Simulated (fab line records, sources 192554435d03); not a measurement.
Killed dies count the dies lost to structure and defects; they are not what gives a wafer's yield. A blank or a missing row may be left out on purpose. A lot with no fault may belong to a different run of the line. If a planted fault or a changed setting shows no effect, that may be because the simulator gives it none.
Which tool is to blame? + flow n5_finfet + 72 wafers from 24 lots sampled at 6 of the route's 1938 steps

## WHAT THE GAUGES READ, wafer by wafer
N5_DUMMY_GATE_THK_MEAS_05.
| lot  | measured    | on            | thk_nm (nm)    |
|------|-------------|---------------|----------------|
| L074 | day 2 21:49 | film_metro-02 | 69.8 71.4 69.2 |
| L075 | day 2 22:47 | film_metro-01 | 72.2 72.6 73.9 |
| L076 | day 3 13:59 | film_metro-02 | 71.2 67.5 70.5 |
| L077 | day 3 14:01 | film_metro-01 | 71.9 70.0 72.6 |
| L078 | day 3 19:08 | film_metro-01 | 71.3 70.1 72.3 |
| L079 | day 4 00:46 | film_metro-01 | 72.5 73.0 72.2 |
| L080 | day 4 05:43 | film_metro-02 | 70.8 72.1 71.0 |
| L081 | day 4 10:46 | film_metro-01 | 71.8 73.7 73.1 |
| L082 | day 4 16:22 | film_metro-02 | 68.7 72.5 71.8 |
| L083 | day 5 01:34 | film_metro-02 | 72.0 69.7 72.3 |
| L084 | day 5 07:55 | film_metro-01 | 70.5 72.3 71.2 |
| L085 | day 5 16:39 | film_metro-02 | 71.9 71.5 72.1 |
| L086 | day 5 21:28 | film_metro-01 | 72.9 72.6 70.4 |
| L087 | day 6 00:34 | film_metro-01 | 73.6 73.2 72.2 |
| L088 | day 6 06:02 | film_metro-01 | 72.1 71.7 70.0 |
| L089 | day 6 12:49 | film_metro-01 | 69.8 73.5 72.2 |
| L090 | day 6 16:27 | film_metro-01 | 72.9 69.2 71.3 |
| L091 | day 6 22:51 | film_metro-01 | 71.4 73.1 74.1 |
| L092 | day 7 05:33 | film_metro-01 | 71.1 72.4 73.5 |
| L093 | day 7 11:58 | film_metro-01 | 73.1 73.6 71.4 |
| L094 | day 7 19:02 | film_metro-02 | 70.7 69.9 69.1 |
| L095 | day 8 01:53 | film_metro-01 | 73.1 70.3 73.3 |
| L096 | day 8 04:50 | film_metro-02 | 71.4 71.4 73.6 |
| L097 | day 8 12:01 | film_metro-01 | 73.5 70.9 74.2 |

N5_SD_EPI_P_OVL_MEAS_10.
| lot  | measured    | on         | SD_P_BLK_OVL (nm) |
|------|-------------|------------|-------------------|
| L074 | day 3 10:19 | overlay-02 | -0.2 0.7 -0.2     |
| L075 | day 3 17:25 | overlay-02 | -0.2 -0.2 -0.1    |
| L076 | day 4 01:15 | overlay-01 | 0.5 0.9 1.1       |
| L077 | day 4 07:01 | overlay-01 | -0.6 0.2 0.9      |
| L078 | day 4 09:04 | overlay-01 | 0.3 0.0 -0.3      |
| L079 | day 4 12:49 | overlay-01 | -0.2 -0.3 -0.6    |
| L080 | day 4 17:17 | overlay-02 | 0.9 -0.3 1.2      |
| L081 | day 4 22:50 | overlay-02 | -0.3 -0.1 -0.4    |
| L082 | day 5 04:58 | overlay-02 | -0.7 -0.2 -0.6    |
| L083 | day 5 13:22 | overlay-02 | 1.1 1.2 0.5       |
| L084 | day 5 19:59 | overlay-02 | 0.4 0.3 -0.1      |
| L085 | day 6 05:18 | overlay-01 | -0.1 1.2 0.4      |
| L086 | day 6 10:05 | overlay-02 | -0.4 -0.2 0.3     |
| L087 | day 6 13:08 | overlay-01 | -0.2 -0.7 -0.4    |
| L088 | day 6 19:14 | overlay-01 | 0.2 0.7 0.1       |
| L089 | day 7 00:25 | overlay-02 | 0.4 0.7 -0.1      |
| L090 | day 7 04:10 | overlay-02 | -0.6 -0.7 -0.4    |
| L091 | day 7 09:50 | overlay-01 | -0.2 0.0 0.6      |
| L092 | day 7 17:43 | overlay-01 | 0.3 -0.6 -0.2     |
| L093 | day 8 00:19 | overlay-02 | 0.4 1.0 0.7       |
| L094 | day 8 06:49 | overlay-01 | 0.5 -0.1 0.7      |
| L095 | day 8 13:20 | overlay-01 | 0.4 1.1 0.4       |
| L096 | day 8 18:41 | overlay-01 | 0.3 -0.3 -0.6     |
| L097 | day 8 23:43 | overlay-02 | 0.6 1.3 0.4       |

## WHICH TOOL RAN EACH LOT (tool, then ch and the chambers of the sampled wafers, then the start)
| lot  | N5_FIN_SAQP_STRIP_77              | N5_FIN_SAQP_HM_CD_35   | N5_FIN_CUT_DESCUM_13              | N5_STI_FIN_REVEAL_STRIP_24        |
|------|-----------------------------------|------------------------|-----------------------------------|-----------------------------------|
| L074 | rie_diel-02 ch 0,1,2, day 2 02:46 | cd_sem-02, day 2 02:53 | rie_diel-04 ch 1,2, day 2 03:49   | rie_diel-02 ch 0,1,2, day 2 11:12 |
| L075 | rie_diel-05 ch 2,3, day 2 07:29   | cd_sem-01, day 2 07:37 | rie_diel-01 ch 0,2,3, day 2 08:29 | rie_diel-06 ch 0,3, day 2 15:34   |
| L076 | rie_diel-05 ch 2,3, day 2 13:58   | cd_sem-02, day 2 14:05 | rie_diel-04 ch 1,2,3, day 2 14:58 | rie_diel-05 ch 0,1,2, day 2 21:43 |
| L077 | rie_diel-05 ch 0,1, day 2 20:28   | cd_sem-02, day 2 20:35 | rie_diel-04 ch 0,2, day 2 21:29   | rie_diel-05 ch 1,3, day 3 04:28   |
| L078 | rie_diel-06 ch 0,1,3, day 3 02:20 | cd_sem-02, day 3 02:28 | rie_diel-04 ch 0,1,2, day 3 03:11 | rie_diel-05 ch 1,2, day 3 10:05   |
| L079 | rie_diel-02 ch 0,1,2, day 3 08:14 | cd_sem-02, day 3 08:22 | rie_diel-04 ch 1,2,3, day 3 09:07 | rie_diel-02 ch 0,1,3, day 3 15:43 |
| L080 | rie_diel-06 ch 0,1, day 3 14:36   | cd_sem-02, day 3 14:44 | rie_diel-04 ch 2,3, day 3 15:28   | rie_diel-05 ch 0,2, day 3 22:22   |
| L081 | rie_diel-02 ch 0,2, day 3 19:40   | cd_sem-02, day 3 19:48 | rie_diel-03 ch 0,3, day 3 20:40   | rie_diel-05 ch 2,3, day 4 03:25   |
| L082 | rie_diel-06 ch 0,1, day 4 01:33   | cd_sem-01, day 4 01:41 | rie_diel-03 ch 0,1, day 4 02:32   | rie_diel-05 ch 1,2, day 4 09:10   |
| L083 | rie_diel-02 ch 1,2, day 4 08:17   | cd_sem-02, day 4 08:25 | rie_diel-03 ch 0,1,2, day 4 09:17 | rie_diel-02 ch 1,2, day 4 16:11   |
| L084 | rie_diel-05 ch 1,2,3, day 4 14:03 | cd_sem-01, day 4 14:11 | rie_diel-04 ch 1,2,3, day 4 15:03 | rie_diel-06 ch 1,2,3, day 4 23:29 |
| L085 | rie_diel-05 ch 0,3, day 5 01:08   | cd_sem-02, day 5 01:16 | rie_diel-03 ch 1,2, day 5 02:04   | rie_diel-02 ch 0,1,3, day 5 09:27 |
| L086 | rie_diel-02 ch 0,1,2, day 5 04:09 | cd_sem-02, day 5 04:16 | rie_diel-04 ch 1,3, day 5 05:08   | rie_diel-02 ch 0,1,3, day 5 12:12 |
| L087 | rie_diel-02 ch 0,2,3, day 5 07:44 | cd_sem-01, day 5 07:52 | rie_diel-01 ch 0,3, day 5 08:37   | rie_diel-02 ch 0,1,3, day 5 15:25 |
| L088 | rie_diel-06 ch 1,3, day 5 13:17   | cd_sem-01, day 5 13:24 | rie_diel-01 ch 0,1,3, day 5 14:19 | rie_diel-02 ch 1,2,3, day 5 20:56 |
| L089 | rie_diel-06 ch 2,3, day 5 20:13   | cd_sem-02, day 5 20:20 | rie_diel-04 ch 0,2,3, day 5 21:13 | rie_diel-02 ch 1,2, day 6 03:49   |
| L090 | rie_diel-06 ch 0,2,3, day 6 01:31 | cd_sem-02, day 6 01:38 | rie_diel-03 ch 0,1,2, day 6 02:34 | rie_diel-06 ch 2,3, day 6 09:11   |
| L091 | rie_diel-05 ch 0,1,2, day 6 08:02 | cd_sem-01, day 6 08:10 | rie_diel-04 ch 0,1,3, day 6 08:56 | rie_diel-05 ch 0,1,3, day 6 15:33 |
| L092 | rie_diel-06 ch 0,3, day 6 14:22   | cd_sem-01, day 6 14:29 | rie_diel-04 ch 1,2,3, day 6 15:22 | rie_diel-05 ch 0,1, day 6 22:16   |
| L093 | rie_diel-06 ch 0,1, day 6 20:44   | cd_sem-01, day 6 20:51 | rie_diel-04 ch 1,2, day 6 21:43   | rie_diel-02 ch 0,2,3, day 7 04:44 |
| L094 | rie_diel-06 ch 1,3, day 7 03:20   | cd_sem-01, day 7 03:28 | rie_diel-01 ch 0,1,2, day 7 04:12 | rie_diel-06 ch 1,3, day 7 11:08   |
| L095 | rie_diel-05 ch 0,1,3, day 7 07:55 | cd_sem-01, day 7 08:02 | rie_diel-04 ch 1,2,3, day 7 08:47 | rie_diel-05 ch 1,2,3, day 7 17:17 |
| L096 | rie_diel-02 ch 1,3, day 7 13:34   | cd_sem-01, day 7 13:41 | rie_diel-04 ch 2,3, day 7 14:34   | rie_diel-02 ch 0,2, day 7 21:31   |
| L097 | rie_diel-06 ch 2,3, day 7 21:10   | cd_sem-01, day 7 21:17 | rie_diel-04 ch 2,3, day 7 22:12   | rie_diel-05 ch 0,1,3, day 8 04:51 |
- N5_FIN_SAQP_STRIP_77: strips in N2/H2, time 90 s.
- N5_FIN_SAQP_HM_CD_35: target cd 8 nm.
- N5_FIN_CUT_DESCUM_13: chemistry O2, time 7 s.
- N5_STI_FIN_REVEAL_STRIP_24: strips in N2/H2, time 90 s.

## AS READ BY THE TOOLS THEMSELVES (means over the sampled wafers that have a number; for cases with no such wafer, the mark the record gives instead)
N5_FIN_SAQP_STRIP_77.
| lot  | tool        | drypump_motor_current_A (A) | h2_flow_sccm (sccm) | oes_product_au (a.u.) | rf_vpp_V (V) | showerhead_plenum_p_Torr (Torr) | temp_c (C) | throttle_valve_pct (%) |
|------|-------------|-----------------------------|---------------------|-----------------------|--------------|---------------------------------|------------|------------------------|
| L074 | rie_diel-02 | 5.7                         | 300.5               | 0.78                  | 45.4         | 3.49                            | 40.01      | 12.5                   |
| L075 | rie_diel-05 | 5.7                         | 298.8               | 0.80                  | 44.9         | 3.42                            | 39.97      | 12.0                   |
| L076 | rie_diel-05 | 5.7                         | 300.4               | 0.79                  | 45.3         | 3.42                            | 40.06      | 12.0                   |
| L077 | rie_diel-05 | 5.4                         | 299.3               | 0.78                  | 44.5         | 3.34                            | 39.99      | 12.0                   |
| L078 | rie_diel-06 | 5.5                         | 300.3               | 0.80                  | 46.0         | 3.43                            | 39.87      | 12.1                   |
| L079 | rie_diel-02 | 5.7                         | 300.2               | 0.75                  | 45.8         | 3.49                            | 39.90      | 12.5                   |
| L080 | rie_diel-06 | 6.1                         | 299.0               | 0.87                  | 44.9         | 3.48                            | 40.09      | 12.0                   |
| L081 | rie_diel-02 | 5.5                         | 300.2               | 0.73                  | 45.8         | 3.53                            | 39.87      | 12.6                   |
| L082 | rie_diel-06 | 6.1                         | 299.3               | 0.86                  | 45.9         | 3.47                            | 39.95      | 12.0                   |
| L083 | rie_diel-02 | 5.3                         | 300.4               | 0.75                  | 45.6         | 3.50                            | 39.89      | 12.5                   |
| L084 | rie_diel-05 | 5.5                         | 300.0               | 0.78                  | 45.1         | 3.38                            | 39.94      | 12.0                   |
| L085 | rie_diel-05 | 5.8                         | 299.8               | 0.75                  | 46.1         | 3.39                            | 40.00      | 12.1                   |
| L086 | rie_diel-02 | 5.7                         | 300.8               | 0.75                  | 45.5         | 3.48                            | 40.07      | 12.6                   |
| L087 | rie_diel-02 | 5.5                         | 299.4               | 0.71                  | 45.4         | 3.50                            | 39.98      | 12.6                   |
| L088 | rie_diel-06 | 5.9                         | 298.9               | 0.91                  | 46.7         | 3.41                            | 40.04      | 11.7                   |
| L089 | rie_diel-06 | 5.0                         | 299.5               | 0.86                  | 46.1         | 3.36                            | 39.87      | 11.9                   |
| L090 | rie_diel-06 | 5.2                         | 300.0               | 0.80                  | 45.6         | 3.42                            | 39.94      | 12.2                   |
| L091 | rie_diel-05 | 5.7                         | 299.7               | 0.81                  | 45.1         | 3.30                            | 40.07      | 11.9                   |
| L092 | rie_diel-06 | 5.0                         | 300.7               | 0.89                  | 44.9         | 3.38                            | 39.95      | 11.9                   |
| L093 | rie_diel-06 | 6.0                         | 299.3               | 0.82                  | 45.5         | 3.46                            | 39.95      | 12.0                   |
| L094 | rie_diel-06 | 5.4                         | 300.3               | 0.90                  | 46.5         | 3.36                            | 40.20      | 11.8                   |
| L095 | rie_diel-05 | 5.6                         | 300.5               | 0.74                  | 45.4         | 3.35                            | 39.96      | 12.1                   |
| L096 | rie_diel-02 | 5.6                         | 299.7               | 0.73                  | 45.8         | 3.42                            | 39.91      | 12.5                   |
| L097 | rie_diel-06 | 5.2                         | 300.6               | 0.97                  | 45.1         | 3.40                            | 39.91      | 11.8                   |

N5_FIN_SAQP_HM_CD_35.
| lot  | tool      | cd_nm (nm) |
|------|-----------|------------|
| L074 | cd_sem-02 | 8.19       |
| L075 | cd_sem-01 | 8.12       |
| L076 | cd_sem-02 | 8.04       |
| L077 | cd_sem-02 | 8.05       |
| L078 | cd_sem-02 | 8.32       |
| L079 | cd_sem-02 | 8.43       |
| L080 | cd_sem-02 | 8.17       |
| L081 | cd_sem-02 | 8.01       |
| L082 | cd_sem-01 | 8.08       |
| L083 | cd_sem-02 | 8.32       |
| L084 | cd_sem-01 | 8.20       |
| L085 | cd_sem-02 | 8.15       |
| L086 | cd_sem-02 | 8.09       |
| L087 | cd_sem-01 | 8.14       |
| L088 | cd_sem-01 | 8.18       |
| L089 | cd_sem-02 | 8.29       |
| L090 | cd_sem-02 | 8.37       |
| L091 | cd_sem-01 | 8.19       |
| L092 | cd_sem-01 | 8.27       |
| L093 | cd_sem-01 | 8.09       |
| L094 | cd_sem-01 | 8.25       |
| L095 | cd_sem-01 | 7.79       |
| L096 | cd_sem-01 | 8.02       |
| L097 | cd_sem-01 | 8.31       |

N5_FIN_CUT_DESCUM_13.
| lot  | tool        | drypump_motor_current_A (A) | oes_product_au (a.u.) | rf_vpp_V (V) | showerhead_plenum_p_Torr (Torr) | temp_c (C) | throttle_valve_pct (%) |
|------|-------------|-----------------------------|-----------------------|--------------|---------------------------------|------------|------------------------|
| L074 | rie_diel-04 | 5.3                         | 0.81                  | 242.9        | 2.08                            | 39.97      | 20.42                  |
| L075 | rie_diel-01 | 5.5                         | 0.69                  | 243.2        | 2.08                            | 40.05      | 20.58                  |
| L076 | rie_diel-04 | 5.6                         | 0.79                  | 243.4        | 2.07                            | 39.97      | 20.42                  |
| L077 | rie_diel-04 | 5.1                         | 0.71                  | 242.8        | 2.07                            | 39.97      | 20.41                  |
| L078 | rie_diel-04 | 5.2                         | 0.75                  | 242.9        | 2.07                            | 40.00      | 20.41                  |
| L079 | rie_diel-04 | 5.6                         | 0.79                  | 242.9        | 2.06                            | 39.91      | 20.43                  |
| L080 | rie_diel-04 | 5.3                         | 0.75                  | 242.2        | 2.02                            | 40.00      | 20.38                  |
| L081 | rie_diel-03 | 5.8                         | 0.83                  | 242.7        | 2.02                            | 40.14      | 20.40                  |
| L082 | rie_diel-03 | 5.2                         | 0.72                  | 241.1        | 2.01                            | 39.93      | 20.52                  |
| L083 | rie_diel-03 | 5.2                         | 0.77                  | 242.0        | 2.06                            | 39.91      | 20.47                  |
| L084 | rie_diel-04 | 5.6                         | 0.77                  | 242.5        | 2.06                            | 40.04      | 20.44                  |
| L085 | rie_diel-03 | 5.2                         | 0.81                  | 243.7        | 2.11                            | 40.00      | 20.44                  |
| L086 | rie_diel-04 | 5.9                         | 0.81                  | 242.9        | 2.10                            | 40.08      | 20.49                  |
| L087 | rie_diel-01 | 5.5                         | 0.68                  | 243.1        | 2.11                            | 40.00      | 20.57                  |
| L088 | rie_diel-01 | 5.3                         | 0.71                  | 242.9        | 2.05                            | 39.93      | 20.66                  |
| L089 | rie_diel-04 | 5.5                         | 0.83                  | 243.5        | 2.06                            | 40.02      | 20.36                  |
| L090 | rie_diel-03 | 5.2                         | 0.85                  | 244.2        | 2.14                            | 40.03      | 20.39                  |
| L091 | rie_diel-04 | 5.8                         | 0.85                  | 243.9        | 2.10                            | 39.98      | 20.41                  |
| L092 | rie_diel-04 | 5.6                         | 0.77                  | 242.2        | 2.06                            | 39.89      | 20.45                  |
| L093 | rie_diel-04 | 5.4                         | 0.78                  | 243.5        | 2.07                            | 40.04      | 20.47                  |
| L094 | rie_diel-01 | 5.3                         | 0.80                  | 242.5        | 2.00                            | 40.02      | 20.61                  |
| L095 | rie_diel-04 | 5.6                         | 0.76                  | 242.2        | 2.06                            | 39.90      | 20.46                  |
| L096 | rie_diel-04 | 5.3                         | 0.73                  | 241.5        | 2.02                            | 39.94      | 20.43                  |
| L097 | rie_diel-04 | 5.8                         | 0.74                  | 242.4        | 2.04                            | 39.86      | 20.45                  |

N5_STI_FIN_REVEAL_STRIP_24.
| lot  | tool        | drypump_motor_current_A (A) | h2_flow_sccm (sccm) | oes_product_au (a.u.) | rf_vpp_V (V) | showerhead_plenum_p_Torr (Torr) | temp_c (C) | throttle_valve_pct (%) |
|------|-------------|-----------------------------|---------------------|-----------------------|--------------|---------------------------------|------------|------------------------|
| L074 | rie_diel-02 | 5.7                         | 299.5               | 0.76                  | 45.6         | 3.49                            | 39.97      | 12.5                   |
| L075 | rie_diel-06 | 5.1                         | 300.2               | 0.76                  | 44.0         | 3.45                            | 40.02      | 12.3                   |
| L076 | rie_diel-05 | 5.7                         | 299.7               | 0.84                  | 44.5         | 3.32                            | 39.94      | 11.9                   |
| L077 | rie_diel-05 | 5.4                         | 301.2               | 0.73                  | 45.8         | 3.45                            | 39.85      | 12.2                   |
| L078 | rie_diel-05 | 5.3                         | 299.6               | 0.81                  | 45.3         | 3.36                            | 39.93      | 12.0                   |
| L079 | rie_diel-02 | 5.7                         | 300.4               | 0.74                  | 45.4         | 3.46                            | 40.06      | 12.5                   |
| L080 | rie_diel-05 | 6.2                         | 300.4               | 0.86                  | 45.2         | 3.26                            | 40.07      | 11.8                   |
| L081 | rie_diel-05 | 5.8                         | 299.6               | 0.84                  | 45.3         | 3.36                            | 39.97      | 11.9                   |
| L082 | rie_diel-05 | 5.3                         | 301.1               | 0.79                  | 45.1         | 3.35                            | 39.95      | 12.0                   |
| L083 | rie_diel-02 | 5.5                         | 299.3               | 0.77                  | 45.5         | 3.46                            | 40.03      | 12.5                   |
| L084 | rie_diel-06 | 5.6                         | 299.1               | 0.86                  | 45.5         | 3.41                            | 39.95      | 11.9                   |
| L085 | rie_diel-02 | 5.8                         | 300.3               | 0.73                  | 45.0         | 3.46                            | 39.95      | 12.6                   |
| L086 | rie_diel-02 | 5.8                         | 300.0               | 0.73                  | 45.4         | 3.45                            | 39.95      | 12.6                   |
| L087 | rie_diel-02 | 5.8                         | 300.0               | 0.73                  | 45.3         | 3.45                            | 39.96      | 12.6                   |
| L088 | rie_diel-02 | 5.4                         | 299.6               | 0.73                  | 44.9         | 3.47                            | 40.01      | 12.6                   |
| L089 | rie_diel-02 | 5.3                         | 300.2               | 0.73                  | 46.5         | 3.49                            | 39.97      | 12.6                   |
| L090 | rie_diel-06 | 5.2                         | 300.1               | 0.78                  | 45.3         | 3.40                            | 40.06      | 12.2                   |
| L091 | rie_diel-05 | 5.6                         | 299.8               | 0.75                  | 45.5         | 3.35                            | 39.92      | 12.1                   |
| L092 | rie_diel-05 | 5.4                         | 300.7               | 0.75                  | 44.3         | 3.32                            | 39.92      | 12.1                   |
| L093 | rie_diel-02 | 5.5                         | 299.2               | 0.69                  | 45.6         | 3.49                            | 39.90      | 12.6                   |
| L094 | rie_diel-06 | 5.4                         | 300.7               | 0.90                  | 45.4         | 3.36                            | 40.02      | 11.8                   |
| L095 | rie_diel-05 | 5.5                         | 299.8               | 0.76                  | 45.0         | 3.37                            | 39.99      | 12.1                   |
| L096 | rie_diel-02 | 5.8                         | 300.6               | 0.69                  | 46.3         | 3.50                            | 40.03      | 12.6                   |
| L097 | rie_diel-05 | 5.6                         | 299.9               | 0.73                  | 45.7         | 3.35                            | 40.20      | 12.2                   |

## THE ANSWER, worked out from the rows above alone
Rule: what is usual is taken from the lots themselves. Put in order of their means at a reading, lots are off if they are a third of the lots or fewer, leave a main group of 4 or more, and stand apart from it by a gap of 3 or more times the standard deviation of the main group's means; of several such gaps the widest counts. Not used: any main group whose means are identical at the precision the tables above print for the reading. Also off: a lot with no number at a reading for which 4 or more lots have one. All remaining lots with rows at the step are treated as sound. Order of review: gauges by route order, followed by the tools' own readings, for which a lot's mean as printed above is used. At the first step where some lot is off, the reading lying furthest off is the one used; lots without a number count as furthest.
None of the lots is off at any reading shown; this tells nothing.

## WHAT THE SIMULATOR HAD INSERTED
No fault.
